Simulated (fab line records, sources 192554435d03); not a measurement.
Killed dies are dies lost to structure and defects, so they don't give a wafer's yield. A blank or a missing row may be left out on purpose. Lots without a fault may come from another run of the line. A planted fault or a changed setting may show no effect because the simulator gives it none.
fab line records | flow n5_finfet
record lots=23 wafers=69 last_day=18
route steps=1938 shown BEOL_M1@794
lots that met no fault: from a run of the same line without faults
start_h: hours from the record's first day to the start of the lot's first wafer shown | wait_h: hours since the lot's step before | " the same as in the row above | L1.1+2: a row that stands for several wafers | - no value, or no start given | * or withheld: withheld | < > ~ a bound
route shown NAME@n: a module of which the file shows steps, and the number in the route of the first | usual: mean/standard deviation of fault-free wafers | same: alike in all rows | chamber/n: place in a boat | sites: the reading at each site | _std_site: their standard deviation | _edge_site: outer sites' mean less inner sites' | radius_mm: how far each site lies from the wafer's centre | mask NAME#n: copy n | behind: the tool/chamber that last shaped the wafer | hold: why the lot was held/for how many hours/how that ended | device: the transistor (n, p or np) that didn't switch | end of line: the same wafers' tests at the end of the route | a step without rows: its recipe alone | killed: dies lost to structure and defects at the first sort, not the wafer's yield | map: a wafer's dies, x killed, . not, _ none there
set.NAME: the setting as run; set.NAME@STEP: as run at that earlier step | model.NAME: the simulator's own value behind a step, which no gauge read
steps of the route over a sample of lots; a table a step, a row a wafer
services: from which hour (start_h, from the record's first day; less than 0 if before it) a tool's chamber was out of use, for how many hours, and why
## steps
# step N5_BEOL_M1_ETCH_70
# recipe chemistry=N2/H2 target=SOC target_depth_a=800 overetch_a=160 mask_material=SiARC temp_c=40 time_s=120 ion_energy_ev=200 pressure_mtorr=30 source_w=840 bias_w=150 n2_flow_sccm=200 h2_flow_sccm=200
# usual bias_w=149.9/0.43 drypump_motor_current_A=5.7/0.43 oes_product_au=0.58/0.071 rf_vpp_V=523.0/2.5 showerhead_plenum_p_Torr=2.51/0.089 throttle_valve_pct=17.74/0.28
# columns lot.wafer tool chamber start_h wait_h bias_w drypump_motor_current_A oes_product_au rf_hours_counter_h rf_vpp_V showerhead_plenum_p_Torr throttle_valve_pct
L075.3 rie_diel-03 2 125.31 0.0 150.5 5.1 0.52 244 524.4 2.62 17.85
L075.4 " 3 " " 149.6 5.7 0.53 219 525.0 2.53 18.06
L075.6 " 3 " " 149.9 5.7 0.54 - 523.9 2.53 18.03
L074.2 rie_diel-03 3 126.77 0.0 150.0 5.7 0.53 219 523.1 2.53 18.05
L074.5 " 3 " " 149.2 5.7 0.53 - 524.0 2.53 18.04
L074.6 " 0 " " 150.0 6.0 0.53 - 523.5 2.50 17.54
L076.1 rie_diel-03 2 133.16 0.0 149.8 5.0 0.53 247 524.4 2.62 17.86
L076.3 " 0 " " 149.5 6.1 0.53 223 522.2 2.50 17.56
L076.5 " 1 " " 149.3 6.4 0.54 - 526.1 2.61 18.22
L077.1 rie_diel-01 1 140.94 0.0 149.8 5.8 0.66 62 521.6 2.49 17.56
L077.2 " 0 " " 150.3 5.0 0.53 249 523.4 2.51 18.02
L077.3 " 2 " " 149.7 5.2 0.62 120 520.6 2.45 17.66
L078.1 rie_diel-03 1 149.27 0.0 150.3 6.3 0.54 231 526.0 2.61 18.21
L078.5 " 0 " " 150.0 6.1 0.52 - 524.0 2.50 17.57
L078.6 " 3 " " 150.0 5.7 0.53 - 524.0 2.53 18.07
L079.3 rie_diel-01 2 155.34 0.0 149.6 5.2 0.61 125 520.8 2.44 17.66
L079.5 " 1 " " 149.9 5.7 0.66 - 521.7 2.49 17.57
L079.6 " 3 " " 149.7 5.6 0.59 - 527.4 2.66 17.71
L080.3 rie_diel-03 0 158.75 0.0 149.9 6.0 0.53 232 523.2 2.50 17.57
L080.4 " 1 " " 149.7 6.3 0.54 - 525.1 2.61 18.22
L080.6 " 3 " " 150.2 5.7 0.53 - 522.0 2.52 18.05
L081.3 rie_diel-04 0 164.20 0.0 149.9 5.8 0.53 238 522.4 2.51 18.17
L081.4 " 3 " " 149.7 5.2 0.54 202 521.1 2.42 17.66
L081.5 " 0 " " 150.6 5.8 0.54 - 522.8 2.51 18.17
L082.2 rie_diel-03 0 173.70 0.0 150.1 6.0 0.52 237 522.8 2.50 17.57
L082.3 " 1 " " 150.2 6.3 0.54 240 525.2 2.61 18.23
L082.6 " 3 " " 150.7 5.7 0.52 - 522.6 2.52 18.08
L083.2 rie_diel-04 2 176.81 0.0 150.3 6.2 0.67 46 526.1 2.58 17.33
L083.5 " 1 " " 149.9 5.7 0.58 - 517.8 2.34 17.53
L083.6 " 2 " " 149.3 6.2 0.67 - 526.0 2.58 17.33
L085.1 rie_diel-04 1 202.23 0.0 149.3 5.7 0.57 146 518.5 2.33 17.53
L085.3 " 2 " " 150.5 6.2 0.67 53 525.1 2.58 17.34
L085.4 " 3 " " 150.1 5.2 0.54 210 521.0 2.42 17.67
L086.2 rie_diel-03 2 208.92 0.0 150.1 5.0 0.71 12 525.2 2.61 17.46
L086.4 " 0 " " 149.5 6.0 0.52 246 521.8 2.49 17.59
L086.5 " 0 " " 148.9 6.0 0.51 - 522.4 2.49 17.60
L087.1 rie_diel-04 3 225.36 0.0 150.9 5.2 0.52 216 520.4 2.41 17.69
L087.4 " 1 " " 150.1 5.7 0.57 152 518.3 2.33 17.55
L087.5 " 2 " " 150.1 6.2 0.65 - 524.7 2.58 17.34
L088.2 rie_diel-03 0 229.68 0.0 149.5 6.0 0.51 254 523.5 2.49 17.60
L088.5 " 2 " " 149.9 5.0 0.70 - 526.3 2.61 17.47
L088.6 " 3 " " 150.2 5.7 0.51 - 521.3 2.52 18.11
L089.1 rie_diel-03 3 232.13 0.0 150.4 5.7 0.52 254 523.3 2.52 18.10
L089.4 " 0 " " 150.0 6.0 0.51 - 522.7 2.49 17.60
L089.6 " 3 " " 150.5 5.7 0.52 - 523.2 2.52 18.11
L091.2 rie_diel-04 1 232.22 0.0 149.4 5.7 0.56 155 516.5 2.33 17.57
L091.5 " 1 " " 149.3 5.7 0.57 - 518.6 2.33 17.54
L091.6 " 3 " " 150.0 5.2 0.53 - 520.0 2.41 17.67
L090.2 rie_diel-03 1 235.29 0.0 149.6 6.3 0.74 0 526.6 2.60 17.87
L090.4 " 2 " " 149.2 5.0 0.68 - 525.4 2.61 17.47
L090.5 " 3 " " 149.5 5.7 0.51 - 522.9 2.51 18.11
L092.4 rie_diel-03 2 236.96 0.0 149.0 5.1 0.69 - 525.7 2.61 17.48
L092.5 " 1 " " 150.0 6.3 0.73 - 525.5 2.60 17.88
L092.6 " 3 " " 150.3 5.7 0.52 - 523.3 2.51 18.10
L093.1 rie_diel-03 1 245.43 0.0 150.2 6.3 0.71 5 525.5 2.60 17.90
L093.2 " 2 " " 149.8 5.0 0.68 27 525.7 2.60 17.47
L093.6 " 1 " " 149.8 6.3 0.71 - 524.6 2.60 17.90
L094.1 rie_diel-04 1 249.78 0.0 150.5 5.7 0.56 162 518.1 2.33 17.56
L094.4 " 2 " " 149.9 6.2 0.65 - 524.3 2.57 17.35
L094.5 " 1 " " 149.7 5.7 0.57 - 518.1 2.33 17.58
L095.1 rie_diel-04 2 254.71 0.0 150.3 6.2 0.65 71 522.6 2.57 17.36
L095.3 " 1 " " 149.6 5.7 0.57 164 519.9 2.33 17.57
L095.4 " 3 " " 150.5 5.2 0.52 - 521.0 2.41 17.69
L096.3 rie_diel-03 3 260.67 0.0 149.8 5.7 0.50 268 522.3 2.51 18.13
L096.4 " 3 " " 150.2 5.7 0.51 - 521.5 2.51 18.14
L096.6 " 1 " " 150.1 6.3 0.69 - 524.4 2.60 17.91
L097.2 rie_diel-04 3 269.03 0.0 150.0 5.2 0.52 233 520.2 2.41 17.72
L097.3 " 1 " " 150.6 5.7 0.56 169 518.0 2.32 17.59
L097.5 " 2 " " 150.0 6.2 0.64 - 523.8 2.57 17.37
# step N5_BEOL_M1_STRIP_97
# recipe chemistry=N2/H2 time_s=10 power_w=450 temp_c=40 pressure_mtorr=20 rf_frequency_hz=6e+07 bias_power_w=7 n2_flow_sccm=200 h2_flow_sccm=200
# usual drypump_motor_current_A=5.7/0.43 oes_product_au=0.76/0.099 rf_vpp_V=59.0/0.79 showerhead_plenum_p_Torr=2.51/0.089 throttle_valve_pct=23.5/0.33
# columns lot.wafer tool chamber start_h wait_h drypump_motor_current_A oes_product_au rf_hours_counter_h rf_vpp_V showerhead_plenum_p_Torr throttle_valve_pct
L075.3 rie_diel-03 2 - - 5.0 0.69 244 60.2 2.61 23.5
L075.4 " 3 " " 5.7 0.68 219 59.2 2.53 23.9
L075.6 " 3 " " 5.7 0.69 - 57.3 2.53 23.9
L074.2 rie_diel-03 3 - - 5.7 0.69 220 59.7 2.53 23.9
L074.5 " 3 " " 5.7 0.69 - 59.9 2.53 23.9
L074.6 " 0 " " 6.0 0.69 - 59.4 2.50 23.2
L076.1 rie_diel-03 2 - - 5.0 0.69 247 58.8 2.61 23.5
L076.3 " 0 " " 6.0 0.69 224 59.5 2.50 23.2
L076.5 " 1 " " 6.3 0.69 - 59.1 2.61 24.0
L077.1 rie_diel-01 1 - - 5.8 0.87 62 59.7 2.48 23.4
L077.2 " 0 " " 5.0 0.69 249 60.2 2.51 23.9
L077.3 " 2 " " 5.2 0.78 120 56.7 2.44 23.4
L078.1 rie_diel-03 1 - - 6.3 0.69 231 58.5 2.61 24.0
L078.5 " 0 " " 6.0 0.69 - 57.7 2.50 23.2
L078.6 " 3 " " 5.7 0.68 - 58.9 2.52 23.9
L079.3 rie_diel-01 2 - - 5.2 0.77 126 58.4 2.44 23.4
L079.5 " 1 " " 5.8 0.86 - 58.6 2.48 23.4
L079.6 " 3 " " 5.6 0.76 - 58.4 2.66 23.6
L080.3 rie_diel-03 0 - - 6.1 0.68 233 59.1 2.49 23.2
L080.4 " 1 " " 6.3 0.68 - 58.4 2.60 24.0
L080.6 " 3 " " 5.7 0.67 - 57.6 2.52 23.9
L081.3 rie_diel-04 0 - - 5.8 0.69 238 60.0 2.50 24.0
L081.4 " 3 " " 5.2 0.69 202 58.7 2.41 23.3
L081.5 " 0 " " 5.8 0.69 - 59.3 2.50 24.0
L082.2 rie_diel-03 0 - - 6.0 0.68 237 58.4 2.49 23.2
L082.3 " 1 " " 6.3 0.68 240 58.8 2.60 24.1
L082.6 " 3 " " 5.7 0.67 - 59.3 2.52 23.9
L083.2 rie_diel-04 2 - - 6.2 0.89 46 58.4 2.58 23.2
L083.5 " 1 " " 5.7 0.76 - 58.3 2.33 23.3
L083.6 " 2 " " 6.2 0.88 - 58.3 2.58 23.2
L085.1 rie_diel-04 1 - - 5.7 0.76 146 58.1 2.33 23.3
L085.3 " 2 " " 6.2 0.88 54 58.6 2.57 23.2
L085.4 " 3 " " 5.2 0.69 210 59.1 2.41 23.3
L086.2 rie_diel-03 2 - - 5.0 0.95 12 59.8 2.61 23.3
L086.4 " 0 " " 6.1 0.67 246 58.3 2.49 23.2
L086.5 " 0 " " 6.1 0.68 - 59.9 2.49 23.2
L087.1 rie_diel-04 3 - - 5.2 0.68 216 57.7 2.41 23.3
L087.4 " 1 " " 5.6 0.75 152 58.3 2.33 23.3
L087.5 " 2 " " 6.2 0.86 - 59.2 2.57 23.2
L088.2 rie_diel-03 0 - - 6.1 0.67 254 57.9 2.49 23.2
L088.5 " 2 " " 5.1 0.91 - 59.8 2.60 23.3
L088.6 " 3 " " 5.7 0.67 - 58.2 2.51 23.9
L089.1 rie_diel-03 3 - - 5.7 0.67 254 59.9 2.51 23.9
L089.4 " 0 " " 6.0 0.67 - 59.6 2.48 23.2
L089.6 " 3 " " 5.7 0.67 - 58.7 2.51 24.0
L091.2 rie_diel-04 1 - - 5.7 0.75 155 58.0 2.33 23.3
L091.5 " 1 " " 5.7 0.75 - 57.7 2.33 23.3
L091.6 " 3 " " 5.2 0.68 - 58.6 2.41 23.3
L090.2 rie_diel-03 1 - - 6.3 0.97 0 59.0 2.60 23.9
L090.4 " 2 " " 5.0 0.92 - 57.7 2.60 23.3
L090.5 " 3 " " 5.7 0.67 - 58.7 2.51 23.9
L092.4 rie_diel-03 2 - - 5.0 0.91 - 60.8 2.60 23.3
L092.5 " 1 " " 6.3 0.96 - 58.5 2.60 23.9
L092.6 " 3 " " 5.7 0.65 - 58.6 2.51 24.0
L093.1 rie_diel-03 1 - - 6.3 0.94 5 60.9 2.60 23.9
L093.2 " 2 " " 5.0 0.90 27 59.7 2.60 23.3
L093.6 " 1 " " 6.3 0.93 - 59.4 2.60 23.9
L094.1 rie_diel-04 1 - - 5.7 0.74 162 59.9 2.32 23.3
L094.4 " 2 " " 6.2 0.84 - 59.7 2.57 23.2
L094.5 " 1 " " 5.7 0.75 - 57.1 2.32 23.3
L095.1 rie_diel-04 2 - - 6.2 0.85 72 60.3 2.57 23.2
L095.3 " 1 " " 5.7 0.74 164 60.3 2.32 23.3
L095.4 " 3 " " 5.2 0.68 - 59.0 2.40 23.3
L096.3 rie_diel-03 3 - - 5.7 0.66 268 59.8 2.51 23.9
L096.4 " 3 " " 5.7 0.65 - 59.5 2.51 24.0
L096.6 " 1 " " 6.4 0.91 - 58.2 2.59 23.9
L097.2 rie_diel-04 3 - - 5.2 0.68 233 59.0 2.40 23.3
L097.3 " 1 " " 5.7 0.74 169 57.7 2.32 23.3
L097.5 " 2 " " 6.2 0.84 - 60.5 2.56 23.2
# step N5_BEOL_M1_ALD_84
# recipe material=TaN target_thk_a=* temp_c=275 ald_precursor_family=PDMAT ald_co_reactant=NH3 pressure_torr=3 carrier_flow_sccm=1500 pulse_time_s=2 purge_time_s=3 co_reactant_purge_time_s=2 co_reactant_pulse_time_s=3 ald_cycles=30 precursor_vessel_temp_c=75 precursor_vessel_pressure_torr=26.25 precursor_vessel_carrier_sccm=1000
# usual heater_power_w=427/63 precursor_vessel_temp_c=75.02/0.13
# columns lot.wafer tool chamber start_h wait_h heater_power_w precursor_vessel_temp_c
L075.3 ald_metal-01 3 126.33 0.0 457 75.01
L075.4 " 0 " " 324 75.01
L075.6 " 0 " " 333 75.11
L074.2 ald_metal-01 0 127.93 0.1 331 75.04
L074.5 " 1 " " 561 75.07
L074.6 " 2 " " 413 74.95
L076.1 ald_metal-01 3 134.23 0.3 457 74.93
L076.3 " 1 " " 551 75.11
L076.5 " 2 " " 412 75.02
L077.1 ald_metal-02 2 141.98 0.0 443 75.23
L077.2 " 3 " " 410 74.86
L077.3 " 1 " " 353 74.87
L078.1 ald_metal-04 2 150.13 0.1 428 74.89
L078.5 " 2 " " 424 74.96
L078.6 " 3 " " 379 74.80
L079.3 ald_metal-02 0 156.51 0.0 447 74.94
L079.5 " 3 " " 418 75.05
L079.6 " 2 " " 442 75.07
L080.3 ald_metal-02 3 159.57 0.0 414 75.02
L080.4 " 1 " " 362 75.05
L080.6 " 0 " " 474 74.89
L081.3 ald_metal-01 0 165.16 0.0 331 75.24
L081.4 " 2 " " 419 75.15
L081.5 " 2 " " 417 75.02
L082.2 ald_metal-02 2 174.66 0.1 434 75.05
L082.3 " 0 " " 467 75.23
L082.6 " 2 " " 456 75.05
L083.2 ald_metal-01 2 177.56 0.0 414 74.87
L083.5 " 2 " " 416 74.95
L083.6 " 3 " " 452 75.36
L085.1 ald_metal-01 1 203.23 0.0 528 75.10
L085.3 " 3 " " 460 75.10
L085.4 " 2 " " 411 75.05
L086.2 ald_metal-01 3 210.02 0.0 461 75.03
L086.4 " 1 " " 539 74.86
L086.5 " 1 " " 544 74.84
L087.1 ald_metal-01 3 226.26 0.0 449 74.92
L087.4 " 2 " " 425 74.87
L087.5 " 1 " " 531 75.04
L088.2 ald_metal-01 2 230.42 0.0 412 74.89
L088.5 " 1 " " 530 74.79
L088.6 " 2 " " 409 75.03
L089.1 ald_metal-04 1 232.78 0.0 373 75.07
L089.4 " 3 " " 381 75.07
L089.6 " 1 " " 371 75.05
L091.2 ald_metal-01 1 232.88 0.0 548 75.10
L091.5 " 2 " " 418 74.89
L091.6 " 1 " " 534 75.06
L090.2 ald_metal-04 1 236.24 0.1 384 74.93
L090.4 " 3 " " 375 74.93
L090.5 " 3 " " 356 75.00
L092.4 ald_metal-01 3 238.39 0.3 455 75.32
L092.5 " 1 " " 539 75.15
L092.6 " 0 " " 333 75.10
L093.1 ald_metal-02 0 246.78 0.0 461 75.19
L093.2 " 3 " " 406 75.03
L093.6 " 3 " " 415 74.92
L094.1 ald_metal-01 0 251.29 0.0 332 74.99
L094.4 " 2 " " 409 75.04
L094.5 " 0 " " 342 75.03
L095.1 ald_metal-04 2 255.78 0.0 404 74.97
L095.3 " 3 " " 371 75.15
L095.4 " 0 " " 494 74.97
L096.3 ald_metal-02 2 261.42 0.1 441 74.84
L096.4 " 3 " " 416 75.20
L096.6 " 0 " " 468 74.92
L097.2 ald_metal-02 2 269.84 0.1 456 75.09
L097.3 " 1 " " 352 75.07
L097.5 " 1 " " 347 75.07
# step N5_BEOL_M1_SPUTTER_48
# recipe material=Cu target_thk_a=45 temp_c=-20 chamber_pressure_pa=0.07 power_w=withheld time_s=8.29
# usual chamber_pressure_pa=0.07001/0.00016 throttle_valve_pct=30.0/1.2
# columns lot.wafer tool chamber start_h wait_h chamber_pressure_pa throttle_valve_pct
L075.3 pvd_sputter-02 - 127.10 0.3 0.07008 29.6
L075.4 " - " " 0.06982 30.5
L075.6 " - " " 0.06997 30.4
L074.2 pvd_sputter-03 - 128.59 0.3 0.06988 30.8
L074.5 " - " " 0.07003 28.3
L074.6 " - " " 0.06986 29.7
L076.1 pvd_sputter-03 - 135.30 0.6 0.06996 30.9
L076.3 " - " " 0.06972 29.7
L076.5 " - " " 0.07024 28.4
L077.1 pvd_sputter-01 - 142.62 0.2 0.0701 30.6
L077.2 " - " " 0.06995 32.5
L077.3 " - " " 0.06986 29.6
L078.1 pvd_sputter-01 - 150.75 0.3 0.07022 29.6
L078.5 " - " " 0.07021 32.7
L078.6 " - " " 0.06996 29.5
L079.3 pvd_sputter-03 - 157.23 0.2 0.07039 31.1
L079.5 " - " " 0.06987 29.8
L079.6 " - " " 0.07033 30.5
L080.3 pvd_sputter-03 - 160.11 0.1 0.06997 31.0
L080.4 " - " " 0.07 28.2
L080.6 " - " " 0.07006 30.9
L081.3 pvd_sputter-01 - 165.72 0.1 0.06999 30.1
L081.4 " - " " 0.06984 30.3
L081.5 " - " " 0.06998 32.8
L082.2 pvd_sputter-03 - 175.24 0.2 0.06995 30.8
L082.3 " - " " 0.07029 30.9
L082.6 " - " " 0.0699 31.0
L083.2 pvd_sputter-01 - 178.08 0.1 0.06981 29.6
L083.5 " - " " 0.06974 29.7
L083.6 " - " " 0.07006 29.4
L085.1 pvd_sputter-03 - 204.15 0.2 0.07024 28.1
L085.3 " - " " 0.0701 29.6
L085.4 " - " " 0.07014 31.0
L086.2 pvd_sputter-02 - 210.54 0.1 0.07006 30.7
L086.4 " - " " 0.06995 29.1
L086.5 " - " " 0.0699 29.8
L087.1 pvd_sputter-01 - 226.85 0.1 0.07002 32.5
L087.4 " - " " 0.06998 30.6
L087.5 " - " " 0.07012 30.5
L088.2 pvd_sputter-02 - 230.86 0.1 0.06978 30.0
L088.5 " - " " 0.07001 30.6
L088.6 " - " " 0.06996 28.1
L089.1 pvd_sputter-01 - 233.23 0.1 0.07036 30.7
L089.4 " - " " 0.06979 32.6
L089.6 " - " " 0.07012 32.4
L091.2 pvd_sputter-03 - 233.49 0.2 0.06989 31.1
L091.5 " - " " 0.07006 30.4
L091.6 " - " " 0.07025 29.8
L090.2 pvd_sputter-03 - 237.19 0.2 0.07004 30.8
L090.4 " - " " 0.06987 30.0
L090.5 " - " " 0.06984 29.8
L092.4 pvd_sputter-01 - 238.85 0.0 0.07001 30.8
L092.5 " - " " 0.06987 29.6
L092.6 " - " " 0.07009 30.7
L093.1 pvd_sputter-01 - 247.43 0.2 0.06985 29.3
L093.2 " - " " 0.06997 30.8
L093.6 " - " " 0.06996 29.6
L094.1 pvd_sputter-01 - 251.90 0.2 0.07003 32.4
L094.4 " - " " 0.07003 29.3
L094.5 " - " " 0.07032 29.2
L095.1 pvd_sputter-03 - 256.48 0.2 0.06994 30.7
L095.3 " - " " 0.07014 28.5
L095.4 " - " " 0.07014 31.1
L096.3 pvd_sputter-01 - 262.03 0.2 0.06983 28.7
L096.4 " - " " 0.07009 29.6
L096.6 " - " " 0.07012 29.7
L097.2 pvd_sputter-03 - 270.49 0.1 0.07013 30.1
L097.3 " - " " 0.07001 31.1
L097.5 " - " " 0.0702 31.1
# step N5_BEOL_M1_SPUTTER_81
# recipe material=Cu target_thk_a=45 temp_c=-20 chamber_pressure_pa=0.07 power_w=withheld time_s=8.29
# usual chamber_pressure_pa=0.07/0.00015 throttle_valve_pct=30.1/1.2
# columns lot.wafer tool chamber start_h wait_h chamber_pressure_pa throttle_valve_pct
L075.3 pvd_sputter-02 - 127.54 0.1 0.07003 29.4
L075.4 " - " " 0.06988 30.5
L075.6 " - " " 0.0702 30.4
L074.2 pvd_sputter-03 - 129.03 0.1 0.06995 30.7
L074.5 " - " " 0.07014 28.3
L074.6 " - " " 0.07018 29.7
L076.1 pvd_sputter-03 - 135.74 0.1 0.0698 30.6
L076.3 " - " " 0.0699 29.9
L076.5 " - " " 0.06988 28.2
L077.1 pvd_sputter-01 - 143.06 0.1 0.07005 30.6
L077.2 " - " " 0.07003 32.8
L077.3 " - " " 0.06994 29.0
L078.1 pvd_sputter-01 - 151.19 0.1 0.06989 29.6
L078.5 " - " " 0.07015 33.1
L078.6 " - " " 0.07025 29.3
L079.3 pvd_sputter-03 - 157.67 0.1 0.07002 30.9
L079.5 " - " " 0.07013 29.8
L079.6 " - " " 0.0703 30.8
L080.3 pvd_sputter-03 - 160.55 0.1 0.07003 30.9
L080.4 " - " " 0.06991 28.5
L080.6 " - " " 0.07012 30.8
L081.3 pvd_sputter-01 - 166.16 0.1 0.06998 30.7
L081.4 " - " " 0.06985 30.9
L081.5 " - " " 0.07008 32.6
L082.2 pvd_sputter-03 - 175.68 0.1 0.06979 30.8
L082.3 " - " " 0.07003 31.0
L082.6 " - " " 0.06994 31.2
L083.2 pvd_sputter-01 - 178.52 0.1 0.06986 29.4
L083.5 " - " " 0.06996 29.4
L083.6 " - " " 0.07008 29.2
L085.1 pvd_sputter-03 - 204.59 0.1 0.06981 28.2
L085.3 " - " " 0.07017 29.7
L085.4 " - " " 0.06988 31.2
L086.2 pvd_sputter-02 - 210.98 0.1 0.07001 30.7
L086.4 " - " " 0.06987 29.3
L086.5 " - " " 0.07019 29.7
L087.1 pvd_sputter-01 - 227.29 0.1 0.07008 33.1
L087.4 " - " " 0.07007 30.7
L087.5 " - " " 0.06995 30.7
L088.2 pvd_sputter-02 - 231.30 0.1 0.06998 29.8
L088.5 " - " " 0.07014 30.6
L088.6 " - " " 0.07001 28.0
L089.1 pvd_sputter-01 - 233.67 0.1 0.07023 30.7
L089.4 " - " " 0.06986 32.4
L089.6 " - " " 0.06997 32.3
L091.2 pvd_sputter-03 - 233.93 0.1 0.07016 31.1
L091.5 " - " " 0.07009 30.8
L091.6 " - " " 0.06981 30.1
L090.2 pvd_sputter-03 - 237.63 0.1 0.06998 30.8
L090.4 " - " " 0.0702 29.7
L090.5 " - " " 0.07013 29.9
L092.4 pvd_sputter-01 - 239.29 0.1 0.06974 30.8
L092.5 " - " " 0.07018 29.6
L092.6 " - " " 0.06995 30.8
L093.1 pvd_sputter-01 - 247.87 0.1 0.0699 29.4
L093.2 " - " " 0.06994 30.7
L093.6 " - " " 0.06979 29.6
L094.1 pvd_sputter-01 - 252.34 0.1 0.06986 32.8
L094.4 " - " " 0.07005 29.3
L094.5 " - " " 0.06987 29.2
L095.1 pvd_sputter-03 - 256.92 0.1 0.06985 30.7
L095.3 " - " " 0.06983 28.2
L095.4 " - " " 0.06969 31.1
L096.3 pvd_sputter-01 - 262.47 0.1 0.07011 29.2
L096.4 " - " " 0.06984 29.8
L096.6 " - " " 0.06993 29.2
L097.2 pvd_sputter-03 - 270.93 0.1 0.07007 29.8
L097.3 " - " " 0.06995 31.1
L097.5 " - " " 0.0701 30.9
# step N5_BEOL_M1_CMP_52
# recipe stop_on=SiOC t_overpolish_s=6.8 down_force_psi=1 platen_rpm=50 clearing_platen_down_force_psi=1.5 clearing_platen_rpm=50 post_cmp_clean=cu_alkaline target_thk_nm=40 clearing_platen_pad_velocity_m_s=0.99484 pad_velocity_m_s=0.99484
# usual barrier_field_endpoint_s=24.3/0.64 clearing_platen_down_force_psi=1.500/0.0031 motor_current_A=6.0/0.56 overpolish_run_s=6.800/0.0086 time_to_endpoint_s=61/3.7
# same t_overpolish_s=6.8
# columns lot.wafer tool chamber start_h wait_h barrier_field_endpoint_s clearing_platen_down_force_psi motor_current_A overpolish_run_s time_to_endpoint_s
L075.4 cmp-02 1 129.55 0.1 24.1 1.496 7.1 6.812 59
L075.3 " 2 " " 23.9 1.497 5.6 6.804 53
L075.6 " 2 " " 23.4 1.501 6.1 6.794 54
L074.2 cmp-01 2 130.92 0.3 25.3 1.499 5.9 6.801 64
L074.5 " 0 " " 24.8 1.501 5.4 6.821 68
L074.6 " 1 " " 25.3 1.498 5.3 6.793 65
L076.3 cmp-02 3 137.62 0.2 24.1 1.503 6.0 6.790 60
L076.1 " 0 " " 22.8 1.504 5.7 6.781 56
L076.5 " 1 " " 25.2 1.499 6.6 6.804 62
L077.3 cmp-04 2 144.89 0.2 23.8 1.497 5.6 6.810 60
L077.1 " 0 " " 24.2 1.498 6.4 6.796 64
L077.2 " 1 " " 24.0 1.499 5.7 6.809 59
L078.1 cmp-02 1 153.06 0.3 23.8 1.495 6.6 6.803 62
L078.5 " 0 " " 23.9 1.501 5.9 6.799 55
L078.6 " 1 " " 24.6 1.498 6.3 6.797 60
L079.3 cmp-02 2 159.56 0.2 23.3 1.495 5.8 6.785 56
L079.5 " 0 " " 23.2 1.495 5.5 6.805 56
L079.6 " 1 " " 24.6 1.497 6.5 6.799 63
L080.4 cmp-02 1 162.36 0.1 24.0 1.499 6.7 6.784 61
L080.3 " 3 " " 23.1 1.498 6.6 6.804 60
L080.6 " 2 " " 23.9 1.499 6.2 6.814 61
L081.3 cmp-02 3 168.15 0.2 24.9 1.499 6.1 6.793 63
L081.4 " 1 " " 24.9 1.500 6.6 6.796 66
L081.5 " 3 " " 24.2 1.503 6.5 6.800 62
L082.2 cmp-01 1 177.57 0.3 24.5 1.493 5.3 6.796 62
L082.3 " 2 " " 24.3 1.503 5.7 6.805 60
L082.6 " 0 " " 24.7 1.499 5.4 6.798 61
L083.2 cmp-02 0 180.33 0.2 23.3 1.499 5.6 6.800 53
L083.5 " 0 " " 23.7 1.494 5.8 6.806 53
L083.6 " 1 " " 24.5 1.507 7.0 6.802 60
L085.1 cmp-01 2 206.44 0.3 24.4 1.500 5.6 6.797 63
L085.3 " 0 " " 23.4 1.500 5.7 6.795 62
L085.4 " 1 " " 24.7 1.496 5.5 6.816 63
L086.2 cmp-01 1 212.83 0.2 24.7 1.498 5.8 6.805 64
L086.4 " 3 " " 24.9 1.502 7.2 6.813 66
L086.5 " 0 " " 23.9 1.503 5.4 6.806 61
L087.4 cmp-01 1 229.28 0.2 24.4 1.497 5.2 6.807 65
L087.1 " 2 " " 24.6 1.502 5.9 6.801 64
L087.5 " 0 " " 25.4 1.493 5.5 6.780 65
L088.2 cmp-04 0 233.24 0.3 23.6 1.506 6.4 6.799 62
L088.6 " 3 " " 24.9 1.496 5.8 6.785 66
L088.5 " 0 " " 24.3 1.501 6.5 6.798 62
L089.1 cmp-02 1 235.53 0.3 24.2 1.501 6.4 6.805 60
L089.4 " 2 " " 24.0 1.500 5.7 6.795 60
L089.6 " 1 " " 24.4 1.507 6.4 6.814 59
L091.2 cmp-04 2 235.87 0.3 23.1 1.504 5.3 6.802 55
L091.5 " 3 " " 24.2 1.500 5.9 6.793 61
L091.6 " 0 " " 23.6 1.500 6.3 6.801 57
L090.2 cmp-04 3 240.17 0.2 24.9 1.503 5.7 6.800 64
L090.4 " 0 " " 25.0 1.502 6.3 6.800 59
L090.5 " 3 " " 25.4 1.504 5.5 6.797 65
L092.4 cmp-04 2 241.14 0.2 23.8 1.501 5.5 6.793 62
L092.5 " 1 " " 23.7 1.498 5.8 6.803 60
L092.6 " 2 " " 23.7 1.500 5.4 6.795 62
L093.1 cmp-01 0 249.72 0.3 24.4 1.499 5.4 6.794 62
L093.2 " 1 " " 24.0 1.504 5.7 6.797 66
L093.6 " 3 " " 24.8 1.497 7.1 6.819 64
L094.1 cmp-02 2 255.40 0.3 23.2 1.496 5.9 6.807 60
L094.4 " 3 " " 24.0 1.501 5.8 6.790 59
L094.5 " 0 " " 23.3 1.503 5.9 6.806 51
L095.4 cmp-02 2 259.00 0.2 24.4 1.500 5.8 6.795 61
L095.3 " 3 " " 24.1 1.499 6.4 6.800 62
L095.1 " 0 " " 23.5 1.501 5.5 6.797 58
L096.4 cmp-04 3 264.29 0.1 25.3 1.504 6.0 6.795 65
L096.3 " 1 " " 24.3 1.501 5.7 6.785 63
L096.6 " 0 " " 24.8 1.500 6.5 6.801 63
L097.2 cmp-01 2 272.74 0.2 24.6 1.499 5.8 6.805 62
L097.3 " 0 " " 24.8 1.503 5.4 6.795 63
L097.5 " 3 " " 25.1 1.496 7.4 6.805 65
## services
# columns tool chamber start_h hours kind
cmp-04 - 111.77 0.6 repair
cmp-04 - 116.44 4.0 pm
cmp-04 - 124.14 4.6 pm
ald_metal-04 0 133.45 46.5 repair
rie_diel-04 1 136.39 8.7 repair
rie_diel-03 2 142.38 - clean
ald_metal-04 - 149.32 0.6 repair
ald_metal-02 3 159.83 23.7 repair
cmp-01 - 179.60 0.8 repair
cmp-02 - 184.75 2.0 repair
rie_diel-01 1 186.61 6.5 repair
cmp-04 - 190.60 2.6 repair
cmp-02 - 197.05 4.4 repair
cmp-01 - 197.94 6.9 pm
rie_diel-04 3 198.65 1.7 repair
ald_metal-01 0 213.13 14.7 repair
ald_metal-02 3 213.92 3.1 repair
rie_diel-01 1 218.33 2.2 repair
rie_diel-04 - 237.68 2.8 pm
cmp-02 - 237.89 4.0 pm
cmp-02 - 245.71 4.2 repair
rie_diel-01 0 254.85 1.3 repair
ald_metal-01 - 256.01 8.7 pm
rie_diel-01 0 269.55 3.6 repair
## key
fault none
